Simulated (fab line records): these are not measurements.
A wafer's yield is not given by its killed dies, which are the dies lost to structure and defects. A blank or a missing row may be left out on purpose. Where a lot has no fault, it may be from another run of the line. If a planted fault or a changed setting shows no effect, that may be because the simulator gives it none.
Chamber matching	flow n5 finfet	rie diel-05 running N5_FIN_CUT_STRIP_24: 4 sister chambers
The step strips in CF4. 4 wafers are shown with their chamber, then 8 later ones without.

WAFERS WITH THEIR CHAMBER
wafer	chamber	showerhead plenum p Torr (Torr)
L081.5	3	1.88
L084.2	1	1.80
L084.3	2	1.77
L088.1	0	1.87

WAFERS WITHOUT THEIR CHAMBER
wafer	showerhead plenum p Torr (Torr)
L088.4	1.77
L088.6	1.87
L090.1	1.87
L090.5	1.80
L090.6	1.87
L093.2	1.87
L093.3	1.80
L093.4	1.76

CHAMBER TAKEN BY EACH
wafer	from the rows above	in truth
L088.4	2	2
L088.6	0	0
L090.1	0	0
L090.5	1	1
L090.6	0	0
L093.2	0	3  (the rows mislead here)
L093.3	1	1
L093.4	2	2
7 of 8 placed correctly. Not placeable from these rows: 0. Number placed wrongly: 1.
How it was worked out, from the rows above alone: a wafer's distance from a chamber is the root of the sum, over the readings, of the square of ((its reading less the chamber's mean) divided by the reading's scatter). If the next closest chamber is less than 2 further off than the closest, the wafer can't be placed; otherwise it belongs to the closest. For every chamber, the mean is computed from those of its wafers that are shown. The scatter: with one shown wafer a chamber, the root of the mean of the squares of how far each hidden wafer lies from its nearest shown one.
